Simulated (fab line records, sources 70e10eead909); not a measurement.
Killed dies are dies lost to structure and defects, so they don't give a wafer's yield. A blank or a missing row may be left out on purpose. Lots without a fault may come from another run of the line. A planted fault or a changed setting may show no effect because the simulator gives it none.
Chamber matching | flow nand_harc | NHARC_A_WL_FILL_ETCHBACK_26 on rie_si-01: 4 sister chambers
The step etches the open film in HBr, target depth 52 nm, time 13.3 s. 22 wafers are shown with their chamber, then 11 later ones without.

WAFERS WITH THEIR CHAMBER
wafer  | chamber | drypump_motor_current_A (A) | oes_product_au (a.u.) | throttle_valve_pct (%)
L074.1 | 3       | 5.1                         | 0.991                 | 23.254
L074.2 | 1       | 6.3                         | 0.975                 | 23.285
L074.5 | 0       | 5.7                         | 0.989                 | 23.275
L075.2 | 1       | 6.3                         | 0.975                 | 23.273
L075.3 | 3       | 5.2                         | 0.993                 | 23.285
L075.5 | 0       | 5.7                         | 1.005                 | 23.282
L076.2 | 1       | 6.3                         | 0.972                 | 23.254
L076.4 | 3       | 5.2                         | 1.009                 | 23.255
L076.5 | 3       | 5.2                         | 0.996                 | 23.262
L079.2 | 3       | 5.2                         | 1.007                 | 23.273
L079.3 | 0       | 5.7                         | 0.996                 | 23.271
L079.6 | 0       | 5.6                         | 0.996                 | 23.266
L081.1 | 1       | 6.3                         | 0.975                 | 23.249
L081.2 | 0       | 5.7                         | 0.994                 | 23.267
L081.4 | 3       | 5.2                         | 0.999                 | 23.271
L082.1 | 3       | 5.1                         | 0.997                 | 23.267
L082.3 | 0       | 5.7                         | 0.996                 | 23.266
L082.5 | 0       | 5.7                         | 0.985                 | 23.265
L090.1 | 2       | 6.4                         | 0.969                 | 23.267
L090.3 | 0       | 5.7                         | 0.975                 | 23.248
L090.6 | 1       | 6.3                         | 0.975                 | 23.259
L088.2 | 1       | 6.4                         | 0.978                 | 23.265

SIGNATURES (means of the wafers above)
reading                 | chamber 0 | chamber 1 | chamber 2 | chamber 3 | scatter within a chamber
drypump_motor_current_A | 5.688     | 6.317     | 6.400     | 5.171     | 0.0417
oes_product_au          | 0.99200   | 0.97500   | 0.96900   | 0.99886   | 0.00692
throttle_valve_pct      | 23.26750  | 23.26417  | 23.26700  | 23.26671  | 0.0112
Rule: a wafer's distance from a chamber is the root of the sum, over the readings, of the square of ((its reading less the chamber's mean) divided by the reading's scatter). The wafer belongs to the nearest chamber; if the next one is less than 2 further off, it can't be placed. The scatter: the root of (the sum of the squares of (reading less its chamber's mean) over the shown wafers, divided by (wafers less chambers)).

WAFERS WITHOUT THEIR CHAMBER
wafer  | drypump_motor_current_A (A) | oes_product_au (a.u.) | throttle_valve_pct (%)
L088.3 | 5.2                         | 1.002                 | 23.261
L088.6 | 5.6                         | 0.982                 | 23.267
L092.1 | 5.7                         | 0.975                 | 23.261
L092.3 | 6.3                         | 0.964                 | 23.268
L092.4 | 5.2                         | 1.005                 | 23.272
L094.1 | 6.3                         | 0.968                 | 23.257
L094.4 | 5.2                         | 1.000                 | 23.269
L094.6 | 5.7                         | 0.986                 | 23.270
L095.1 | 5.7                         | 1.003                 | 23.262
L095.3 | 6.3                         | 0.999                 | 23.250
L095.6 | 6.4                         | 0.999                 | 23.269

WHICH CHAMBER EACH WENT THROUGH
wafer  | from the rows above     | in truth
L088.3 | 3                       | 3
L088.6 | 0                       | 0
L092.1 | 0                       | 0
L092.3 | can't be placed: 1 or 2 | 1
L092.4 | 3                       | 3
L094.1 | can't be placed: 1 or 2 | 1
L094.4 | 3                       | 3
L094.6 | 0                       | 0
L095.1 | 0                       | 0
L095.3 | can't be placed: 1 or 2 | 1
L095.6 | can't be placed: 1 or 2 | 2
Placed correctly: 7 of 11. Can't be placed from these rows: 4 (the true chamber is among the candidates in 4). Placed wrongly: 0.
